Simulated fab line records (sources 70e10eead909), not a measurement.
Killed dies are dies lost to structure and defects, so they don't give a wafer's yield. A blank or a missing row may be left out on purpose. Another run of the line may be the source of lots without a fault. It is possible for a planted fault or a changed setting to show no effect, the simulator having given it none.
fab line records	flow nand-harc
record: lots: 7	wafers: 21	last-day: 24
route steps=1159 shown A_ONON_D1@426 END@1159
lots untouched by any fault: they come from a run of this same line in which no faults occurred
start-h: hours from the record's opening day to when the first of the lot's shown wafers began	wait-h: time in hours since the lot's previous step	" same as the row above	L1.1+2: a single row standing in for several wafers	- no value, or no start was given	* or withheld: withheld	< > ~ a bound
route shown NAME@n: names a module that has steps shown in the file, with the first one's number in the route	usual: mean and standard deviation over wafers with no fault	same: alike in all rows	chamber/n: place in a boat	sites: each site's reading	_std_site: how widely they spread, as a standard deviation	_edge_site: mean of outer sites minus mean of inner sites	radius-mm: for every site, how far away it sits from the centre of the wafer	mask NAME#n: copy n	behind: the most recent tool/chamber to have shaped the wafer	hold: why the lot was held/for how many hours/how that ended	device: whichever transistor did not switch (one of n, p or np)	end of line: the route-end tests of the same wafers	a step without rows: its recipe alone	killed: dies lost to structure and defects at the first sort, not the wafer's yield	map: the dies of a wafer, with x for killed, . for not killed, _ for no die there
set.NAME: the setting that was run; set.NAME@STEP: the one run at that earlier step	model.NAME: the simulator's own value behind a step, which no gauge read
lots seen at some steps along the route; tables by step, rows by wafer
services: when a tool's chamber went out of use (start-h, in hours from the record's first day, below 0 if earlier), for how many hours, and the reason
== steps ==
step: NHARC_A_ONON_D1_DEP_03
recipe: target-thk-a: 10000	n2-flow-sccm: 2750	n2o-flow-sccm: 2000	nh3-flow-sccm: 500	sih4-flow-sccm: 210	temp-c: 400
step: NHARC_A_ONON_D1_THK_MEAS_05
recipe: thk-meas-gauge: ellipsometry
usual: thk-nm: 1000/11
lot.wafer	tool	chamber	start-h	wait-h	thk-nm
L426.1	film-metro-01	-	172.81	-	972
L426.2	"	-	"	"	973
L426.6	"	-	"	"	972
L425.3	film-metro-02	-	172.88	-	984
L425.5	"	-	"	"	986
L425.6	"	-	"	"	986
L427.2	film-metro-01	-	197.83	-	999
L427.3	"	-	"	"	1000
L427.4	"	-	"	"	999
L428.1	film-metro-01	-	197.97	-	998
L428.2	"	-	"	"	998
L428.6	"	-	"	"	996
L433.1	film-metro-02	-	234.93	-	1015
L433.2	"	-	"	"	1017
L433.6	"	-	"	"	1016
L439.3	film-metro-01	-	265.56	-	1006
L439.4	"	-	"	"	1006
L439.6	"	-	"	"	1006
L443.2	film-metro-01	-	279.83	-	1004
L443.3	"	-	"	"	1002
L443.6	"	-	"	"	1004
step: NHARC_A_ONON_D1_DEP_06
recipe: target-thk-a: 10000	n2-flow-sccm: 2750	n2o-flow-sccm: 2000	nh3-flow-sccm: 500	sih4-flow-sccm: 210	temp-c: 400
step: NHARC_A_ONON_D1_THK_MEAS_08
recipe: thk-meas-gauge: ellipsometry
usual: thk-nm: 1001/8.5
lot.wafer	tool	chamber	start-h	wait-h	thk-nm
L426.1	film-metro-01	-	173.38	-	1015
L426.2	"	-	"	"	1017
L426.6	"	-	"	"	1014
L425.3	film-metro-02	-	173.44	-	994
L425.5	"	-	"	"	993
L425.6	"	-	"	"	992
L427.2	film-metro-02	-	198.40	-	1016
L427.3	"	-	"	"	1015
L427.4	"	-	"	"	1014
L428.1	film-metro-01	-	198.54	-	995
L428.2	"	-	"	"	995
L428.6	"	-	"	"	997
L433.1	film-metro-02	-	235.50	-	1002
L433.2	"	-	"	"	1002
L433.6	"	-	"	"	1002
L439.3	film-metro-01	-	266.12	-	1007
L439.4	"	-	"	"	1006
L439.6	"	-	"	"	1008
L443.2	film-metro-01	-	280.41	-	1001
L443.3	"	-	"	"	998
L443.6	"	-	"	"	998
step: NHARC_A_ONON_D1_DEP_09
recipe: target-thk-a: 10000	n2-flow-sccm: 2750	n2o-flow-sccm: 2000	nh3-flow-sccm: 500	sih4-flow-sccm: 210	temp-c: 400
step: NHARC_A_ONON_D1_THK_MEAS_11
recipe: thk-meas-gauge: ellipsometry
usual: thk-nm: 1000/9.4
lot.wafer	tool	chamber	start-h	wait-h	thk-nm
L426.1	film-metro-02	-	173.95	-	1013
L426.2	"	-	"	"	1013
L426.6	"	-	"	"	1014
L425.3	film-metro-01	-	174.03	-	992
L425.5	"	-	"	"	994
L425.6	"	-	"	"	993
L427.2	film-metro-01	-	198.96	-	999
L427.3	"	-	"	"	998
L427.4	"	-	"	"	996
L428.1	film-metro-02	-	199.11	-	1001
L428.2	"	-	"	"	1000
L428.6	"	-	"	"	1003
L433.1	film-metro-02	-	236.06	-	988
L433.2	"	-	"	"	988
L433.6	"	-	"	"	988
L439.3	film-metro-01	-	266.68	-	1006
L439.4	"	-	"	"	1007
L439.6	"	-	"	"	1008
L443.2	film-metro-02	-	280.98	-	1017
L443.3	"	-	"	"	1017
L443.6	"	-	"	"	1017
step: NHARC_A_ONON_D1_DEP_12
recipe: target-thk-a: 10000	n2-flow-sccm: 2750	n2o-flow-sccm: 2000	nh3-flow-sccm: 500	sih4-flow-sccm: 210	temp-c: 400
step: NHARC_A_ONON_D1_THK_MEAS_14
recipe: thk-meas-gauge: ellipsometry
usual: thk-nm: 1000/8.8
lot.wafer	tool	chamber	start-h	wait-h	thk-nm
L426.1	film-metro-02	-	174.52	-	990
L426.2	"	-	"	"	992
L426.6	"	-	"	"	991
L425.3	film-metro-01	-	174.60	-	1001
L425.5	"	-	"	"	1003
L425.6	"	-	"	"	1002
L427.2	film-metro-01	-	199.53	-	1002
L427.3	"	-	"	"	1002
L427.4	"	-	"	"	1001
L428.1	film-metro-02	-	199.67	-	997
L428.2	"	-	"	"	995
L428.6	"	-	"	"	997
L433.1	film-metro-02	-	236.64	-	1008
L433.2	"	-	"	"	1008
L433.6	"	-	"	"	1007
L439.3	film-metro-01	-	267.37	-	1006
L439.4	"	-	"	"	1007
L439.6	"	-	"	"	1006
L443.2	film-metro-02	-	281.54	-	994
L443.3	"	-	"	"	993
L443.6	"	-	"	"	993
step: NHARC_A_ONON_D1_ANNEAL_15
recipe: temp-c: 750	time-s: 3600
step: NHARC_A_ONON_D1_DEP_16
recipe: target-thk-a: 10000	n2-flow-sccm: 2750	n2o-flow-sccm: 2000	nh3-flow-sccm: 500	sih4-flow-sccm: 210	temp-c: 400
step: NHARC_A_ONON_D1_THK_MEAS_18
recipe: thk-meas-gauge: ellipsometry
usual: thk-nm: 1003/11
lot.wafer	tool	chamber	start-h	wait-h	thk-nm
L426.1	film-metro-02	-	182.62	-	996
L426.2	"	-	"	"	998
L426.6	"	-	"	"	996
L425.3	film-metro-02	-	182.62	-	1002
L425.5	"	-	"	"	1001
L425.6	"	-	"	"	1002
L428.1	film-metro-01	-	206.62	-	993
L428.2	"	-	"	"	993
L428.6	"	-	"	"	992
L427.2	film-metro-01	-	206.97	-	975
L427.3	"	-	"	"	975
L427.4	"	-	"	"	976
L433.1	film-metro-01	-	243.78	-	989
L433.2	"	-	"	"	989
L433.6	"	-	"	"	989
L439.3	film-metro-02	-	275.28	-	1008
L439.4	"	-	"	"	1008
L439.6	"	-	"	"	1007
L443.2	film-metro-01	-	288.75	-	1008
L443.3	"	-	"	"	1004
L443.6	"	-	"	"	1005
step: NHARC_A_ONON_D1_DEP_19
recipe: target-thk-a: 10000	n2-flow-sccm: 2750	n2o-flow-sccm: 2000	nh3-flow-sccm: 500	sih4-flow-sccm: 210	temp-c: 400
usual: nh3-flow-sccm: 500.0/1.5
lot.wafer	tool	chamber	start-h	wait-h	nh3-flow-sccm
L426.1	pecvd-onon-01	0	182.67	0.1	498.3
L426.2	"	0	"	"	500.4
L426.6	"	0	"	"	500.0
L425.3	pecvd-onon-03	0	182.79	0.2	499.3
L425.5	"	0	"	"	500.7
L425.6	"	0	"	"	500.1
L428.1	pecvd-onon-03	0	206.67	0.1	499.0
L428.2	"	0	"	"	499.3
L428.6	"	0	"	"	499.2
L427.2	pecvd-onon-03	0	207.08	0.1	498.9
L427.3	"	0	"	"	501.1
L427.4	"	0	"	"	501.0
L433.1	pecvd-onon-03	0	243.83	0.1	501.1
L433.2	"	0	"	"	499.5
L433.6	"	0	"	"	500.4
L439.3	pecvd-onon-01	0	275.45	0.2	498.9
L439.4	"	0	"	"	501.5
L439.6	"	0	"	"	499.2
L443.2	pecvd-onon-01	0	288.86	0.1	501.0
L443.3	"	0	"	"	498.9
L443.6	"	0	"	"	498.8
step: NHARC_A_ONON_D1_THK_MEAS_21
recipe: thk-meas-gauge: ellipsometry
usual: thk-nm: 1004/7.2
lot.wafer	tool	chamber	start-h	wait-h	hold	thk-nm
L426.1	film-metro-02	-	183.18	-	-	1016
L426.2	"	-	"	"	-	1015
L426.6	"	-	"	"	-	1016
L425.3	film-metro-01	-	183.19	-	-	1004
L425.5	"	-	"	"	-	1004
L425.6	"	-	"	"	-	1005
L428.1	film-metro-02	-	207.18	-	await-dispo/0.2h/release	1680
L428.2	"	-	"	"	await-dispo/0.2h/release	1680
L428.6	"	-	"	"	await-dispo/0.2h/release	1680
L428.1	film-metro-02	-	207.35	0.2	-	1679
L428.2	"	-	"	"	-	1680
L428.6	"	-	"	"	-	1681
L427.2	film-metro-01	-	207.54	-	await-dispo/0.2h/release	1682
L427.3	"	-	"	"	await-dispo/0.2h/release	1682
L427.4	"	-	"	"	await-dispo/0.2h/release	1682
L427.2	film-metro-01	-	207.71	0.2	-	1682
L427.3	"	-	"	"	-	1682
L427.4	"	-	"	"	-	1682
L433.1	film-metro-01	-	244.37	-	await-dispo/0.2h/release	1659
L433.2	"	-	"	"	await-dispo/0.2h/release	1658
L433.6	"	-	"	"	await-dispo/0.2h/release	1660
L433.1	film-metro-01	-	244.54	0.2	-	1658
L433.2	"	-	"	"	-	1659
L433.6	"	-	"	"	-	1659
L439.3	film-metro-01	-	275.84	-	-	1003
L439.4	"	-	"	"	-	1001
L439.6	"	-	"	"	-	1002
L443.2	film-metro-02	-	289.31	-	-	999
L443.3	"	-	"	"	-	999
L443.6	"	-	"	"	-	999
step: NHARC_END_SORT_01
recipe: temp-c: 25
usual: defect-limited-yield: 95.4/1.6	killed-at-array: 27/11	killed-at-other: 0.8/1.4	killed-at-periphery: 3.3/2	killed-dies: 31/11	killed-open: 3.4/1.8	killed-short: 2.1/1.3	sort_bin_2_pct: 1.4/0.7	sort_bin_3_pct: 0.24/0.21	sort_bin_4_pct: 2.9/1	sort-n-pass: 646/11	sort-rim-yield-pct: 95.4/2.8	sort-yield-pct: 95.4/1.6
same: gross-dies: 677	sort_bin_5_pct[%]: 0	sort_bin_6_pct[%]: 0	sort_bin_7_pct[%]: 0	sort_bin_8_pct[%]: 0	sort-rim-n-gross: 106.00
lot.wafer	tool	chamber	start-h	wait-h	defect-limited-yield[%]	killed-at-array	killed-at-other	killed-at-periphery	killed-dies	killed-open	killed-short	sort_bin_2_pct[%]	sort_bin_3_pct[%]	sort_bin_4_pct[%]	sort-n-pass	sort-rim-yield-pct[%]	sort-yield-pct[%]
L426.1	prober-01	0	469.15	2.5	96.6	21	1	1	23	6	1	0.6	0	2.8	654	96.2	96.6
L426.2	prober-01	0	469.94	2.8	97.5	17	0	0	17	6	1	0.9	0.15	1.5	660	96.2	97.5
L426.6	prober-01	0	473.10	3.9	97.0	19	0	1	20	4	0	1.2	0.30	1.5	657	96.2	97.0
L425.3	prober-02	0	472.03	3.1	96.6	20	0	3	23	4	2	0.9	0.15	2.4	654	96.2	96.6
L425.5	prober-02	0	473.66	3.8	97.0	18	0	2	20	2	3	1.3	0	1.6	657	98.1	97.0
L425.6	prober-02	0	474.47	4.1	96.8	18	0	4	22	7	4	0.4	0	2.8	655	96.2	96.8
killed by level:class
L426.1 A_CONTACT:chamber-film-flake=7 A_CHANNEL_HOLE_D1:chamber-film-flake=4 A_CHANNEL_FILL_D1:geometric-particle:open=2 A_M0:geometric-particle:open=2 A_CHANNEL_FILL_D1:chamber-film-flake=2 P_M2:geometric-particle:open=1 A_SGD_CUT:geometric-particle:short=1 A_CONTACT:geometric-particle:open=1
L426.2 A_CONTACT:chamber-film-flake=3 A_ONON_D1:geometric-particle:open=2 A_CHANNEL_HOLE_D1:chamber-film-flake=2 A_CHANNEL_FILL_D1:chamber-film-flake=2 A_SLIT:chamber-film-flake=2 A_CHANNEL_FILL_D1:geometric-particle:open=1 A_CHANNEL_FILL_D1:geometric-particle:short=1 A_SGD_CUT:geometric-particle:open=1
L425.3 A_SLIT:chamber-film-flake=9 A_CHANNEL_HOLE_D1:chamber-film-flake=3 A_CONTACT:chamber-film-flake=3 P_CONTACT:geometric-particle:open=1 P_CONTACT:geometric-particle:short=1 A_ONON_D1:geometric-particle:open=1 A_CONTACT:geometric-particle:open=1 A_CONTACT:geometric-particle:short=1
L426.6 A_CONTACT:chamber-film-flake=6 A_BLC:chamber-film-flake=4 A_CHANNEL_HOLE_D1:chamber-film-flake=3 P_CONTACT:geometric-particle:open=1 A_ONON_D1:geometric-particle:open=1 A_CHANNEL_FILL_D1:geometric-particle:open=1 A_CONTACT:geometric-particle:open=1 A_CHANNEL_FILL_D1:chamber-film-flake=1
L425.5 A_SLIT:chamber-film-flake=12 A_WL_FILL:geometric-particle:short=2 P_M2:geometric-particle:open=1 A_SGD_CUT:geometric-particle:short=1 A_M1:geometric-particle:open=1 P_GATE:chamber-film-flake=1 A_CHANNEL_FILL_D1:chamber-film-flake=1 A_CONTACT:chamber-film-flake=1
L425.6 A_ONON_D1:geometric-particle:open=3 A_SLIT:chamber-film-flake=3 A_ONON_D1:geometric-particle:short=2 P_ZERO_WELL:chamber-film-flake=2 A_CHANNEL_HOLE_D1:chamber-film-flake=2 A_CONTACT:chamber-film-flake=2 P_M0:geometric-particle:short=1 A_SGD_CUT:geometric-particle:open=1
== services ==
tool	chamber	start-h	hours	kind
pecvd-onon-01	-	195.00	13.0	pm
== key ==
first-sign: step: NHARC_A_ONON_D1_THK_MEAS_21	reading: visit	direction: added
effect: step: NHARC_A_ONON_D1_THK_MEAS_21	reading: thk-nm	direction: up	sigmas: 93	usual: 1004	struck: 1674
met-at NHARC_A_ONON_D1_DEP_19
struck-wafers L427.2,L427.3,L427.4,L428.1,L428.2,L428.6,L433.1,L433.2,L433.6
scrapped-behind NHARC_A_ONON_D1_THK_MEAS_21 L427.2,L427.3,L427.4,L428.1,L428.2,L428.6,L433.1,L433.2,L433.6
fault: kind: process-parameter-drift	tool: pecvd-onon-03	chamber: -	onset-h: 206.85	steps: NHARC_A_ONON_D1_DEP_19	channel: target-thk-a	offset: *	shape: step	end-h: 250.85	acts-in: *	stated: *
